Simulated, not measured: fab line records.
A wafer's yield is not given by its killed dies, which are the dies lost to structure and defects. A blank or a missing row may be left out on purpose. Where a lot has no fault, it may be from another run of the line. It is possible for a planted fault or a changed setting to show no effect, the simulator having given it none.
fab line records :: flow n5Finfet
[record]
  lots = 4
  wafers = 12
  lastDay = 17
route steps=1938 shown SD_EPI_N@276 SD_EPI_P@295 SD_ACTIVATION@332 BEOL_M4@1111 PASSIVATION@1936
lots untouched by any fault: they come from a run of this same line in which no faults occurred
startH: start of the lot's first displayed wafer, in hours after the record's first day :: waitH: hours elapsed since this lot's preceding step :: " unchanged from the row above :: L1.1+2: a single row standing in for several wafers :: - no value, or no start given :: * or withheld: withheld :: < > ~ a bound
route shown NAME@n: names a module that has steps shown in the file, with the first one's number in the route :: usual: the fault-free wafers' mean and standard deviation :: same: alike in all rows :: chamber/n: place in a boat :: sites: the reading at each site :: _std_site: how widely they spread, as a standard deviation :: _edge_site: the outer-site mean with the inner-site mean subtracted :: radiusMm: for every site, how far away it sits from the centre of the wafer :: mask NAME#n: copy n :: behind: the last tool/chamber to shape the wafer :: hold: cause of the lot's hold/its duration in hours/its outcome :: device: names the non-switching transistor (n, p or np) :: end of line: the same wafers' tests at the end of the route :: where a step has no rows: the recipe by itself :: killed: not the wafer's yield, but the dies lost to structure and defects at the first sort :: map: dies across one wafer; x = killed, . = not, _ = none there
set.NAME: the setting that was run; set.NAME@STEP: the one run at that earlier step :: model.NAME: the simulator's own value behind a step, which no gauge read
lots seen at some steps along the route; tables by step, rows by wafer
services: a tool's chamber out of use, with start hour (startH, from the record's first day; less than 0 if before it), hours out, and reason
[[steps]]
[step N5_SD_EPI_N_STRIP_36]
[recipe]
  chemistry = N2/H2
  tempC = 40
  n2FlowSccm = 200
  h2FlowSccm = 200
  rfFrequencyHz = 6e+07
[step N5_SD_EPI_N_ETCHBACK_44]
[recipe]
  chemistry = CH3F/O2
  mode = anisotropicEtchback
  target = SiNx
  targetDepthA = 145
  stopOn = SiO2
  overEtchFrac = 0.3
  ionEnergyEv = 120
  pressureMtorr = 30
  sourceW = 395
  biasW = 73
  Ar_flow_sccm = 150
  CH3F_flow_sccm = 30
  O2_flow_sccm = 20
[step N5_SD_EPI_N_ETCH_45]
[recipe]
  chemistry = CH3F/O2
  target = SiOCN
  targetDepthA = 60
  maskMaterial = SOC
  ionEnergyEv = 60
  biasW = 29
  pressureMtorr = 15
  sourceW = 410
  Ar_flow_sccm = 150
  CH3F_flow_sccm = 30
  O2_flow_sccm = 20
[step N5_SD_EPI_N_ETCH_16]
[recipe]
  chemistry = CHF3/O2
  target = SiO2
  targetDepthA = 50
  maskMaterial = SOC
  pressureMtorr = 30
  sourceW = 650
  biasW = 170
  Ar_flow_sccm = 200
  CHF3_flow_sccm = 50
  O2_flow_sccm = 5
  ionEnergyEv = 200
[step N5_SD_EPI_N_STRIP_47]
[recipe]
  chemistry = CHF3/O2
  resist = SiARC
  rfFrequencyHz = 6e+07
[step N5_SD_EPI_N_SD_RECESS_17]
[recipe]
  chemistry = HBr/Cl2/O2
  targetDepthA = 410
  maskMaterial = SOC
  timeS = 23.7
  btTimeS = 3
  pressureMtorr = 10
  icpW = 800
  biasW = 112
  HBr_flow_sccm = 150
  Cl2_flow_sccm = 80
  O2_flow_sccm = 12
[step N5_SD_EPI_N_STRIP_38]
[recipe]
  chemistry = N2/H2
  powerW = 1000
  tempC = 250
  h2Frac = 0.65
  overashFraction = 0.3
  pressureMtorr = withheld
  n2FlowSccm = 1750
  h2FlowSccm = 3250
[step N5_SD_EPI_N_WET_ETCH_43]
[recipe]
  chemistry = dHF
  dilution = withheld
  timeS = 14
  target = SiO2
  targetDepthA = 15
  tempC = 25
[step N5_SD_EPI_N_STRIP_18]
[recipe]
  chemistry = SPM
  timeS = 750
  tempC = 130
  h2so4H2o2VolRatio = 4
[step N5_SD_EPI_N_SRD_20]
[recipe]
  dry = ipaMarangoni
  doPpb = 5
  timeS = 30
  tempC = 23
  rinseLiquid = diw
[step N5_SD_EPI_N_PRECLEAN_48]
[recipe]
  chemistry = NF3:NH3
  afsCycles = 2
  tempC = 30
  timeS = 20
  sublimationTempC = 180
  sublimationTimeS = 60
  pressureTorr = 3
  rfPowerW = 30
[step N5_SD_EPI_N_VAPOR_ETCH_50]
[recipe]
  chemistry = HCl
  target = Si
  tempC = 775
  timeS = 54
  pressureTorr = 20
  mode = isotropic
[step N5_SD_EPI_N_EPI_21]
[recipe]
  material = Si:P
  dopant = P
  tempC = 680
  pressureTorr = 255
  timeS = 690
[usual]
  chamberPressureTorr = 255.1/0.64
[same]
  epiGrowthTimeS = 690
lot.wafer: L426.2
tool: epiRpcvd-02
chamber: 0
startH: 117.31
waitH: 0.4
chamberPressureTorr: 254.5
model.Si-P_of_SD_EPI_N_EPI_21.thkNm: 59.8

lot.wafer: L426.4
tool: epiRpcvd-02
chamber: 0
startH: 117.31
waitH: 0.4
chamberPressureTorr: 255.1
model.Si-P_of_SD_EPI_N_EPI_21.thkNm: 59.6

lot.wafer: L426.5
tool: epiRpcvd-02
chamber: 0
startH: 117.31
waitH: 0.4
chamberPressureTorr: 255.9
model.Si-P_of_SD_EPI_N_EPI_21.thkNm: 60.2

lot.wafer: L432.1
tool: epiRpcvd-02
chamber: 0
startH: 153.99
waitH: 0.1
chamberPressureTorr: 362.0
model.Si-P_of_SD_EPI_N_EPI_21.thkNm: 68.2

lot.wafer: L432.3
tool: epiRpcvd-02
chamber: 0
startH: 153.99
waitH: 0.1
chamberPressureTorr: 362.4
model.Si-P_of_SD_EPI_N_EPI_21.thkNm: 67.8

lot.wafer: L432.4
tool: epiRpcvd-02
chamber: 0
startH: 153.99
waitH: 0.1
chamberPressureTorr: 361.8
model.Si-P_of_SD_EPI_N_EPI_21.thkNm: 67.8

lot.wafer: L435.1
tool: epiRpcvd-02
chamber: 0
startH: 172.37
waitH: 0.1
chamberPressureTorr: 361.8
model.Si-P_of_SD_EPI_N_EPI_21.thkNm: 68.6

lot.wafer: L435.2
tool: epiRpcvd-02
chamber: 0
startH: 172.37
waitH: 0.1
chamberPressureTorr: 361.8
model.Si-P_of_SD_EPI_N_EPI_21.thkNm: 68.4

lot.wafer: L435.6
tool: epiRpcvd-02
chamber: 0
startH: 173.77
waitH: 1.4
chamberPressureTorr: 361.2
model.Si-P_of_SD_EPI_N_EPI_21.thkNm: 68

lot.wafer: L436.2
tool: epiRpcvd-04
chamber: 0
startH: 181.16
waitH: 0.4
chamberPressureTorr: 255.1
model.Si-P_of_SD_EPI_N_EPI_21.thkNm: 58.4

lot.wafer: L436.3
tool: epiRpcvd-04
chamber: 0
startH: 181.16
waitH: 0.4
chamberPressureTorr: 255.5
model.Si-P_of_SD_EPI_N_EPI_21.thkNm: 59.6

lot.wafer: L436.5
tool: epiRpcvd-04
chamber: 0
startH: 181.16
waitH: 0.4
chamberPressureTorr: 254.9
model.Si-P_of_SD_EPI_N_EPI_21.thkNm: 59.2
[step N5_SD_EPI_N_EPI_MEAS_23]
[recipe]
  mode = xrd
[usual]
  thkNm = 59.1/1.2
lot.wafer: L426.2
tool: filmMetro-02
chamber: -
startH: 118.75
waitH: 1.2
thkNm: 59.3

lot.wafer: L426.4
tool: filmMetro-02
chamber: -
startH: 118.75
waitH: 1.2
thkNm: 60.3

lot.wafer: L426.5
tool: filmMetro-02
chamber: -
startH: 118.75
waitH: 1.2
thkNm: 59.1

lot.wafer: L432.1
tool: filmMetro-02
chamber: -
startH: 155.71
waitH: 1.4
thkNm: 68.7

lot.wafer: L432.3
tool: filmMetro-02
chamber: -
startH: 155.71
waitH: 1.4
thkNm: 65.9

lot.wafer: L432.4
tool: filmMetro-02
chamber: -
startH: 155.71
waitH: 1.4
thkNm: 67.6

lot.wafer: L435.1
tool: filmMetro-01
chamber: -
startH: 174.08
waitH: 1.4
thkNm: 70.0

lot.wafer: L435.2
tool: filmMetro-01
chamber: -
startH: 174.08
waitH: 1.4
thkNm: 67.8

lot.wafer: L435.6
tool: filmMetro-01
chamber: -
startH: 174.08
waitH: 1.4
thkNm: 67.4

lot.wafer: L436.2
tool: filmMetro-01
chamber: -
startH: 182.60
waitH: 1.2
thkNm: 58.1

lot.wafer: L436.3
tool: filmMetro-01
chamber: -
startH: 182.60
waitH: 1.2
thkNm: 58.9

lot.wafer: L436.5
tool: filmMetro-01
chamber: -
startH: 182.60
waitH: 1.2
thkNm: 59.2
[step N5_SD_EPI_N_PRECLEAN_24]
[recipe]
  chemistry = O3/DIW
  timeS = 60
  tempC = 22
  o3Ppm = 10
[step N5_SD_EPI_N_SRD_25]
[recipe]
  timeS = 30
  tempC = 23
  rinseLiquid = diw
  dry = ipaMarangoni
[step N5_SD_EPI_N_PRECLEAN_49]
[recipe]
  chemistry = NF3:NH3
  afsCycles = 1
  tempC = 30
  timeS = 20
  sublimationTempC = 180
  sublimationTimeS = 60
  pressureTorr = 3
  rfPowerW = 30
[step N5_SD_EPI_N_LINER_46]
[recipe]
  material = SiNx
  targetThkA = 30
  tempC = 400
  aldPrecursorFamily = SiH2I2
  aldCoReactant = N2/H2-plasma
  pressureTorr = 2
[step N5_SD_EPI_P_COAT_34]
[recipe]
  resist = SOC
  tempC = 250
  timeS = 60
  spinRpm = 1500
  resistThkNm = 350
[step N5_SD_EPI_P_COAT_35]
[recipe]
  resist = SiARC
  tempC = 220
  timeS = 60
  spinRpm = 1500
  resistThkNm = 35
[step N5_SD_EPI_P_COAT_03]
[recipe]
  resist = CAR-ArF-block
  spinRpm = 1500
  resistThkNm = 150
[step N5_SD_EPI_P_EBR_05]
[recipe]
  solvent = PGMEA
  ebrWidthMm = 1.5
[step N5_SD_EPI_P_SOFTBAKE_04]
[recipe]
  tempC = 110
  timeS = 60
  resist = CAR-ArF-block
[step N5_SD_EPI_P_EXPOSE_06]
[recipe]
  maskId = SD_P_BLK
  na = 1.35
  sourceShape = conventional
  sigmaOuter = 0.8
  polarization = unpolarized
  targetCdNm = 240
  doseMj = 39.5
[step N5_SD_EPI_P_PEB_07]
[recipe]
  pebTempC = 110
  pebTimeS = 60
  resist = CAR-ArF-block
[step N5_SD_EPI_P_DEVELOP_08]
[recipe]
  developTimeS = 30
  developer = TMAH
  resist = CAR-ArF-block
  devTempC = 23
  rinseLiquid = diw
  dry = airSpin
[step N5_SD_EPI_P_DESCUM_14]
[recipe]
  chemistry = O2
  timeS = 7.9
  sourcePowerW = 50
  biasPowerW = 20
  pressureMtorr = 20
  rfFrequencyHz = 2.712e+07
  tempC = 40
  resist = CAR-ArF-block
  o2FlowSccm = 225
[step N5_SD_EPI_P_ETCH_36]
[recipe]
  chemistry = CF4
  target = SiARC
  targetDepthA = 455
  maskMaterial = CAR-ArF-block
  timeS = 75.8
  ionEnergyEv = 80
  pressureMtorr = 40
  sourceW = 545
  biasW = 36
  Ar_flow_sccm = 100
  cf4FlowSccm = 100
  ends = cleared
[step N5_SD_EPI_P_ETCH_37]
[recipe]
  chemistry = N2/H2
  target = SOC
  overetchA = 1080
  maskMaterial = SiARC
  tempC = 40
  ionEnergyEv = 100
  sourceW = 3000
  biasW = 133
  pressureMtorr = 20
  timeS = 486
  n2FlowSccm = 200
  h2FlowSccm = 200
  ends = endPoint
[step N5_SD_EPI_P_STRIP_38]
[recipe]
  chemistry = N2/H2
  tempC = 40
  n2FlowSccm = 200
  h2FlowSccm = 200
  rfFrequencyHz = 6e+07
[step N5_SD_EPI_P_ETCHBACK_46]
[recipe]
  chemistry = CH3F/O2
  mode = anisotropicEtchback
  target = SiNx
  targetDepthA = 175
  stopOn = SiO2
  overEtchFrac = 0.3
  ionEnergyEv = 120
  pressureMtorr = 30
  sourceW = 395
  biasW = 73
  Ar_flow_sccm = 150
  CH3F_flow_sccm = 30
  O2_flow_sccm = 20
[step N5_SD_EPI_P_ETCH_47]
[recipe]
  chemistry = CH3F/O2
  target = SiOCN
  targetDepthA = 250
  maskMaterial = SOC
  ionEnergyEv = 60
  biasW = 29
  pressureMtorr = 30
  sourceW = 410
  Ar_flow_sccm = 150
  CH3F_flow_sccm = 30
  O2_flow_sccm = 20
[step N5_SD_EPI_P_ETCH_16]
[recipe]
  chemistry = CHF3/O2
  target = SiO2
  targetDepthA = 50
  maskMaterial = SOC
  pressureMtorr = 30
  sourceW = 650
  biasW = 170
  Ar_flow_sccm = 200
  CHF3_flow_sccm = 50
  O2_flow_sccm = 5
  ionEnergyEv = 200
[step N5_SD_EPI_P_STRIP_50]
[recipe]
  chemistry = CHF3/O2
  resist = SiARC
  rfFrequencyHz = 6e+07
[step N5_SD_EPI_P_SD_RECESS_17]
[recipe]
  chemistry = HBr/Cl2/O2
  targetDepthA = 391
  btTimeS = 3
  pressureMtorr = 10
  icpW = 800
  biasW = 112
  HBr_flow_sccm = 150
  Cl2_flow_sccm = 80
  O2_flow_sccm = 12
[step N5_SD_EPI_P_WET_ETCH_45]
[recipe]
  chemistry = dHF
  dilution = withheld
  timeS = 10.7
  target = SiO2
  targetDepthA = 20
  tempC = 25
  dry = ipaMarangoni
  rinseTimeS = 30
  rinseTempC = 23
[step N5_SD_EPI_P_STRIP_40]
[recipe]
  chemistry = N2/H2
  powerW = 1000
  tempC = 250
  h2Frac = 0.65
  overashFraction = 0.3
  pressureMtorr = withheld
  n2FlowSccm = 1750
  h2FlowSccm = 3250
[step N5_SD_EPI_P_PRECLEAN_52]
[recipe]
  chemistry = O3/DIW
  timeS = 60
  tempC = 22
  o3Ppm = 10
[step N5_SD_EPI_P_PRECLEAN_24]
[recipe]
  chemistry = O3/DIW
  timeS = 45
  tempC = 22
  o3Ppm = 10
lot.wafer: L426.2
tool: wetBench-04
chamber: 3
startH: 124.39
waitH: 0.0
model.Si-P_of_SD_EPI_N_EPI_21.thkNm: 59

lot.wafer: L426.4
tool: wetBench-04
chamber: 2
startH: 124.39
waitH: 0.0
model.Si-P_of_SD_EPI_N_EPI_21.thkNm: 58.8

lot.wafer: L426.5
tool: wetBench-04
chamber: 1
startH: 124.39
waitH: 0.0
model.Si-P_of_SD_EPI_N_EPI_21.thkNm: 59.4

lot.wafer: L432.1
tool: wetBench-02
chamber: 5
startH: 160.40
waitH: 0.0
model.Si-P_of_SD_EPI_N_EPI_21.thkNm: 67.4

lot.wafer: L432.3
tool: wetBench-02
chamber: 2
startH: 160.40
waitH: 0.0
model.Si-P_of_SD_EPI_N_EPI_21.thkNm: 67

lot.wafer: L432.4
tool: wetBench-02
chamber: 7
startH: 160.40
waitH: 0.0
model.Si-P_of_SD_EPI_N_EPI_21.thkNm: 66.8

lot.wafer: L435.1
tool: wetBench-04
chamber: 0
startH: 178.78
waitH: 0.0
model.Si-P_of_SD_EPI_N_EPI_21.thkNm: 67.6

lot.wafer: L435.2
tool: wetBench-04
chamber: 3
startH: 178.78
waitH: 0.0
model.Si-P_of_SD_EPI_N_EPI_21.thkNm: 67.4

lot.wafer: L435.6
tool: wetBench-04
chamber: 2
startH: 178.78
waitH: 0.0
model.Si-P_of_SD_EPI_N_EPI_21.thkNm: 67

lot.wafer: L436.2
tool: wetBench-04
chamber: 2
startH: 187.16
waitH: 0.0
model.Si-P_of_SD_EPI_N_EPI_21.thkNm: 57.6

lot.wafer: L436.3
tool: wetBench-04
chamber: 5
startH: 187.16
waitH: 0.0
model.Si-P_of_SD_EPI_N_EPI_21.thkNm: 58.8

lot.wafer: L436.5
tool: wetBench-04
chamber: 7
startH: 187.16
waitH: 0.0
model.Si-P_of_SD_EPI_N_EPI_21.thkNm: 58.4
[step N5_SD_ACTIVATION_RS_MEAS_03]
[recipe]
  thkMeasGauge = four-point-probe
[usual]
  RS_SD_N = 21.89/0.28
  RS_SD_P = 56.2/0.9
lot.wafer: L426.2
tool: filmMetro-01
chamber: -
startH: 124.96
waitH: 0.2
RS_SD_N[ohm/sq]: 21.75
RS_SD_P[ohm/sq]: 56.2

lot.wafer: L426.4
tool: filmMetro-01
chamber: -
startH: 124.96
waitH: 0.2
RS_SD_N[ohm/sq]: 21.93
RS_SD_P[ohm/sq]: 55.1

lot.wafer: L426.5
tool: filmMetro-01
chamber: -
startH: 124.96
waitH: 0.2
RS_SD_N[ohm/sq]: 21.66
RS_SD_P[ohm/sq]: 56.4

lot.wafer: L432.1
tool: filmMetro-01
chamber: -
startH: 160.90
waitH: 0.2
RS_SD_N[ohm/sq]: 18.68
RS_SD_P[ohm/sq]: 58.3

lot.wafer: L432.3
tool: filmMetro-01
chamber: -
startH: 160.90
waitH: 0.2
RS_SD_N[ohm/sq]: 18.55
RS_SD_P[ohm/sq]: 58.6

lot.wafer: L432.4
tool: filmMetro-01
chamber: -
startH: 160.90
waitH: 0.2
RS_SD_N[ohm/sq]: 18.78
RS_SD_P[ohm/sq]: 57.2

lot.wafer: L435.1
tool: filmMetro-01
chamber: -
startH: 179.28
waitH: 0.2
RS_SD_N[ohm/sq]: 18.11
RS_SD_P[ohm/sq]: 55.9

lot.wafer: L435.2
tool: filmMetro-01
chamber: -
startH: 179.28
waitH: 0.2
RS_SD_N[ohm/sq]: 18.22
RS_SD_P[ohm/sq]: 55.8

lot.wafer: L435.6
tool: filmMetro-01
chamber: -
startH: 179.28
waitH: 0.2
RS_SD_N[ohm/sq]: 18.49
RS_SD_P[ohm/sq]: 55.2

lot.wafer: L436.2
tool: filmMetro-01
chamber: -
startH: 187.68
waitH: 0.2
RS_SD_N[ohm/sq]: 22.47
RS_SD_P[ohm/sq]: 55.4

lot.wafer: L436.3
tool: filmMetro-01
chamber: -
startH: 187.68
waitH: 0.2
RS_SD_N[ohm/sq]: 21.89
RS_SD_P[ohm/sq]: 56.1

lot.wafer: L436.5
tool: filmMetro-01
chamber: -
startH: 187.68
waitH: 0.2
RS_SD_N[ohm/sq]: 22.03
RS_SD_P[ohm/sq]: 55.3
[step N5_BEOL_M4_RC_MEAS_101]
[usual]
  DIBL_N = 37.5/2.5
  DIBL_P = 38/3.1
  IOFF_N = 0.19/0.059
  IOFF_P = 0.24/0.061
  ION_N = 679/16
  ION_P = 465/9.8
  RS_SD_N = 28.4/0.39
  SS_N = 72.0/0.8
  SS_P = 73.7/0.86
  VT_N = 248/4.5
  VT_P = -249/3.5
lot.wafer: L426.2
tool: prober-02
chamber: 0
startH: 252.21
waitH: 0.2
DIBL_N[mV/V]: 41.4
DIBL_P[mV/V]: 44
IOFF_N[nA/um]: 0.33
IOFF_P[nA/um]: 0.39
ION_N[uA/um]: 689
ION_P[uA/um]: 473
RS_SD_N[ohm/sq]: 28.3
SS_N[mV/dec]: 73.4
SS_P[mV/dec]: 75.0
VT_N[mV]: 238
VT_P[mV]: -242

lot.wafer: L426.4
tool: prober-02
chamber: 0
startH: 252.21
waitH: 0.2
DIBL_N[mV/V]: 39.5
DIBL_P[mV/V]: 39
IOFF_N[nA/um]: 0.23
IOFF_P[nA/um]: 0.26
ION_N[uA/um]: 687
ION_P[uA/um]: 466
RS_SD_N[ohm/sq]: 28.2
SS_N[mV/dec]: 72.6
SS_P[mV/dec]: 72.7
VT_N[mV]: 246
VT_P[mV]: -245

lot.wafer: L426.5
tool: prober-02
chamber: 0
startH: 252.21
waitH: 0.2
DIBL_N[mV/V]: 39.4
DIBL_P[mV/V]: 41
IOFF_N[nA/um]: 0.23
IOFF_P[nA/um]: 0.28
ION_N[uA/um]: 679
ION_P[uA/um]: 467
RS_SD_N[ohm/sq]: 27.8
SS_N[mV/dec]: 72.1
SS_P[mV/dec]: 73.8
VT_N[mV]: 243
VT_P[mV]: -246

lot.wafer: L432.1
tool: prober-01
chamber: 0
startH: 283.37
waitH: 0.0
DIBL_N[mV/V]: 36.4
DIBL_P[mV/V]: 35
IOFF_N[nA/um]: 0.15
IOFF_P[nA/um]: 0.17
ION_N[uA/um]: 665
ION_P[uA/um]: 441
RS_SD_N[ohm/sq]: 24.1
SS_N[mV/dec]: 72.9
SS_P[mV/dec]: 73.5
VT_N[mV]: 252
VT_P[mV]: -254

lot.wafer: L432.3
tool: prober-01
chamber: 0
startH: 283.37
waitH: 0.0
DIBL_N[mV/V]: 37.0
DIBL_P[mV/V]: 34
IOFF_N[nA/um]: 0.16
IOFF_P[nA/um]: 0.16
ION_N[uA/um]: 675
ION_P[uA/um]: 445
RS_SD_N[ohm/sq]: 24.0
SS_N[mV/dec]: 72.1
SS_P[mV/dec]: 72.8
VT_N[mV]: 251
VT_P[mV]: -256

lot.wafer: L432.4
tool: prober-01
chamber: 0
startH: 283.37
waitH: 0.0
DIBL_N[mV/V]: 39.7
DIBL_P[mV/V]: 38
IOFF_N[nA/um]: 0.23
IOFF_P[nA/um]: 0.23
ION_N[uA/um]: 688
ION_P[uA/um]: 451
RS_SD_N[ohm/sq]: 24.3
SS_N[mV/dec]: 72.7
SS_P[mV/dec]: 74.4
VT_N[mV]: 245
VT_P[mV]: -253

lot.wafer: L435.1
tool: prober-02
chamber: 0
startH: 310.35
waitH: 0.0
DIBL_N[mV/V]: 37.2
DIBL_P[mV/V]: 34
IOFF_N[nA/um]: 0.17
IOFF_P[nA/um]: 0.19
ION_N[uA/um]: 682
ION_P[uA/um]: 461
RS_SD_N[ohm/sq]: 23.9
SS_N[mV/dec]: 71.9
SS_P[mV/dec]: 72.9
VT_N[mV]: 248
VT_P[mV]: -251

lot.wafer: L435.2
tool: prober-02
chamber: 0
startH: 310.35
waitH: 0.0
DIBL_N[mV/V]: 44.3
DIBL_P[mV/V]: 43
IOFF_N[nA/um]: 0.36
IOFF_P[nA/um]: 0.36
ION_N[uA/um]: 709
ION_P[uA/um]: 479
RS_SD_N[ohm/sq]: 23.7
SS_N[mV/dec]: 73.7
SS_P[mV/dec]: 75.8
VT_N[mV]: 238
VT_P[mV]: -243

lot.wafer: L435.6
tool: prober-02
chamber: 0
startH: 310.35
waitH: 0.0
DIBL_N[mV/V]: 40.5
DIBL_P[mV/V]: 38
IOFF_N[nA/um]: 0.23
IOFF_P[nA/um]: 0.24
ION_N[uA/um]: 681
ION_P[uA/um]: 458
RS_SD_N[ohm/sq]: 23.9
SS_N[mV/dec]: 72.6
SS_P[mV/dec]: 73.3
VT_N[mV]: 245
VT_P[mV]: -248

lot.wafer: L436.2
tool: prober-01
chamber: 0
startH: 310.58
waitH: 0.2
DIBL_N[mV/V]: 43.1
DIBL_P[mV/V]: 44
IOFF_N[nA/um]: 0.36
IOFF_P[nA/um]: 0.33
ION_N[uA/um]: 707
ION_P[uA/um]: 474
RS_SD_N[ohm/sq]: 28.7
SS_N[mV/dec]: 73.5
SS_P[mV/dec]: 74.9
VT_N[mV]: 239
VT_P[mV]: -246

lot.wafer: L436.3
tool: prober-01
chamber: 0
startH: 310.58
waitH: 0.2
DIBL_N[mV/V]: 38.4
DIBL_P[mV/V]: 39
IOFF_N[nA/um]: 0.19
IOFF_P[nA/um]: 0.22
ION_N[uA/um]: 678
ION_P[uA/um]: 460
RS_SD_N[ohm/sq]: 28.4
SS_N[mV/dec]: 71.5
SS_P[mV/dec]: 74.5
VT_N[mV]: 250
VT_P[mV]: -252

lot.wafer: L436.5
tool: prober-01
chamber: 0
startH: 310.58
waitH: 0.2
DIBL_N[mV/V]: 38.9
DIBL_P[mV/V]: 38
IOFF_N[nA/um]: 0.22
IOFF_P[nA/um]: 0.23
ION_N[uA/um]: 681
ION_P[uA/um]: 459
RS_SD_N[ohm/sq]: 28.3
SS_N[mV/dec]: 72.7
SS_P[mV/dec]: 74.1
VT_N[mV]: 247
VT_P[mV]: -251
[step N5_PASSIVATION_PROBE_49]
[usual]
  defectLimitedYield = 91.0/1.4
  killed_at_M0_to_M3 = 35/10
  killed_at_M4_up = 14/5.5
  killedAtContacts = 13/5.6
  killedAtFrontEnd = 41/11
  killedAtOther = 4/3.4
  killedDies = 106/16
  killedOpen = 68/12
  killedShort = 35/7.3
  sort_bin_4_leakage = 0.3/2.1
  sort_bin_5_function = 5.3/0.89
  sort_bin_6_memory = 3.4/0.67
  sort_bin_8_speed = 0.01/0.11
  sortNPass = 1070/28
  sortYieldPct = 90.7/2.4
[same]
  grossDies = 1180
  killedAtBackSide = 0
lot.wafer: L435.2
tool: prober-02
chamber: -
startH: 411.49
waitH: 0.1
defectLimitedYield[%]: 89.5
killed_at_M0_to_M3: 43
killed_at_M4_up: 15
killedAtContacts: 17
killedAtFrontEnd: 47
killedAtOther: 2
killedDies: 124
killedOpen: 87
killedShort: 33
sort_bin_4_leakage[%]: 4.7
sort_bin_5_function[%]: 6.4
sort_bin_6_memory[%]: 3.9
sort_bin_8_speed[%]: 0
sortNPass: 1000
sortYieldPct[%]: 84.7
// killed by level:class
L435.2 BEOL_M2:geometricParticle:open=15 MOL_CONTACT_COAG:geometricParticle:open=13 BEOL_M3:geometricParticle:open=13 FIN_SAQP:geometricParticle:short=10 FIN_SAQP:geometricParticle:open=8 GATE_CUT:geometricParticle:short=8 BEOL_M1:geometricParticle:open=6 STARTING-WAFER:geometricParticle:open=6
[[services]]
tool: epiRpcvd-04
chamber: -
startH: 128.08
hours: 2.8
kind: pm
[[key]]
[firstSign]
  step = N5_SD_EPI_N_EPI_21
  reading = chamberPressureTorr
  direction = up
  sigmas = 99+
  usual = 255.1
  struck = 361.8
[effect]
  step = N5_SD_EPI_N_EPI_MEAS_23
  reading = thkNm
  direction = up
  sigmas = 7.1
  usual = *
  struck = *
[effect]
  step = N5_SD_ACTIVATION_RS_MEAS_03
  reading = RS_SD_N
  direction = down
  sigmas = 12
  usual = 21.89
  struck = 18.47
[effect]
  step = N5_BEOL_M4_RC_MEAS_101
  reading = RS_SD_N
  direction = down
  sigmas = 11
  usual = 28.4
  struck = 24.0
[modelEffect]
  step = N5_SD_EPI_N_EPI_21
  value = Si-P_of_SD_EPI_N_EPI_21.thkNm
  without = 59.33
  struck = 68.13
[modelEffect]
  step = N5_SD_EPI_P_PRECLEAN_24
  value = Si-P_of_SD_EPI_N_EPI_21.thkNm
  without = 58.53
  struck = 67.2
metAt N5_SD_EPI_N_EPI_21
struckWafers L432.1,L432.3,L432.4,L435.1,L435.2,L435.6
onsetBetween 117.31 153.99
[fault]
  kind = processParameterDrift
  tool = epiRpcvd-02
  chamber = -
  onsetH = 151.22
  steps = N5_SD_EPI_N_EPI_21
  channel = pressureTorr
  offset = 106.19
  shape = step
  endH = 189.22
  actsIn = theseRecipesOnly
  stated = 255
